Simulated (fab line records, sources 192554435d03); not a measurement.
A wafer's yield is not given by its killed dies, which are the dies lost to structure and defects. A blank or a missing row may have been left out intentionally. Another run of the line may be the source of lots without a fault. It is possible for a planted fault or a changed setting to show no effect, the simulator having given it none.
A struck lot beside a sound one / flow n5 finfet / 26 steps out of a route of 1938
Sound: wafers L201.3, L201.4, L201.5. Wafers L211.4, L211.5, L211.6 were the ones struck. The cause is given at the end.
For every step that has rows: the tool of each side, followed by ch and its chambers, followed by its first start. Under that, the readings that differ: sound wafers / struck wafers / difference of the means / sigmas: that difference in standard deviations of wafers without a fault.
alike: readings with means less than 2 such deviations apart, plus words and numbers identical on both sides. not compared: withheld readings, readings lacking a value on some wafer, bounds such as >300 that could conceal the same value, and numbers that have no deviation in the record and whose values overlap.
The two part at a step that has a row with sigmas, a row that says differs or no value, or rows on one side only. Numbers that don't overlap but have no deviation are shown without sigmas and don't part them. A reading that every wafer of one side lacks parts them only if that side has two wafers or more.

first, 11 steps without rows for these wafers: N5_BEOL_M14_ETCH_59 (etches BARC in N2/H2, target depth 89 nm, overetch 26.7 nm, time 67.9 s); N5_BEOL_M14_VIA_ETCH_16 (etches SiO2 in C4F8/O2/Ar, target depth 1231.3 nm); N5_BEOL_M14_STRIP_63 (strips in O2); N5_BEOL_M14_STRIP_64 (strips in O2); N5_BEOL_M14_STRIP_71 (strips in post etch residue remover, time 60 s); N5_BEOL_M14_SRD_72 (time 30 s, dry time 30 s); N5_BEOL_M14_COAT_65 (time 60 s, resist thk 450 nm); N5_BEOL_M14_COAT_66 (time 60 s, resist thk 110 nm); N5_BEOL_M14_COAT_22 (resist thk 300 nm); N5_BEOL_M14_EBR_24; N5_BEOL_M14_SOFTBAKE_23 (time 60 s).
N5_BEOL_M14_EXPOSE_25: exposes mask M14, target cd 280 nm.
  sound on krf scanner-02 ch 0, day 11 18:38; struck on krf scanner-02 ch 0, day 14 00:31
reading=exposure dose mJ cm2; sound=26.573 26.616 26.562; struck=27.607 27.580 27.561; difference=+0.999; sigmas=+43
  alike: mask
then, 3 steps without rows for these wafers: N5_BEOL_M14_PEB_26 (peb time 90 s); N5_BEOL_M14_DEVELOP_27 (develop time 45 s); N5_BEOL_M14_HARDBAKE_32 (time 120 s).
N5_BEOL_M14_CD_MEAS_28: the cd target is 284.4 nm.
  sound on cd sem-01 ch 0, day 11 18:48; struck on cd sem-03 ch 0, day 14 00:40
reading=cd nm (nm); sound=282.5 285.0 283.8; struck=293.2 294.0 293.7; difference=+9.9; sigmas=+8
N5_BEOL_M14_DESCUM_33: chemistry O2, time 7.9 s.
  sound on rie diel-02 ch 0,1,3, day 11 19:07; struck on rie diel-04 ch 0,1, day 14 00:45
reading=drypump motor current A (A); sound=4.7 6.2 4.9; struck=6.6 6.6 5.8; difference=+1.1; sigmas=+2
reading=model.BEOL_M14.cd nm (nm); sound=282.8 284.8 283.4; struck=293.6 294.4 293.8; difference=+10.3; sigmas=
  alike: oes product au, rf vpp V, showerhead plenum p Torr, throttle valve pct
  not compared: rf hours counter h
then, 6 steps without rows for these wafers: N5_BEOL_M14_ETCH_67 (etches SiARC in CF4, target depth 143 nm, time 238.3 s); N5_BEOL_M14_ETCH_68 (etches SOC in N2/H2, time 450 s); N5_BEOL_M14_STRIP_69 (strips in N2/H2); N5_BEOL_M14_TRENCH_ETCH_34 (etches SiO2 in C4F8/O2/Ar, target depth 556.65 nm, time 126.9 s); N5_BEOL_M14_STRIP_70 (strips in C4F8/O2/Ar); N5_BEOL_M14_STRIP_37 (strips in O2).
N5_BEOL_M14_ETCH_38: etches SiCN in CF4/N2, target depth 106.5 nm, time 120.6 s.
  sound: rie diel-04 ch 0,3; struck: rie diel-02 ch 0,1,2
reading=model.BEOL_M14.cd nm (nm); sound=277.8 281.6 278; struck=289.8 290 290; difference=+10.8; sigmas=
  alike: bias w, drypump motor current A, oes product au, rf vpp V, showerhead plenum p Torr, throttle valve pct
  not compared: rf hours counter h
then, 1 step without rows for these wafers: N5_BEOL_M14_PRECLEAN_39 (cleans in residue remover, time 60 s).
N5_PASSIVATION_PROBE_49:
  only the struck wafers here have rows in the record (prober-02, day 14 23:56); the sound ones have none

== WHERE THEY PART ==
At N5_BEOL_M14_EXPOSE_25 first; at N5_PASSIVATION_PROBE_49 last (within this record only).

WHY: the cause the simulator had injected
Process parameters drifting: krf scanner-02 at N5_BEOL_M14_EXPOSE_25, beginning at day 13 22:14. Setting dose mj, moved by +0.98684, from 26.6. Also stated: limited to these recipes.
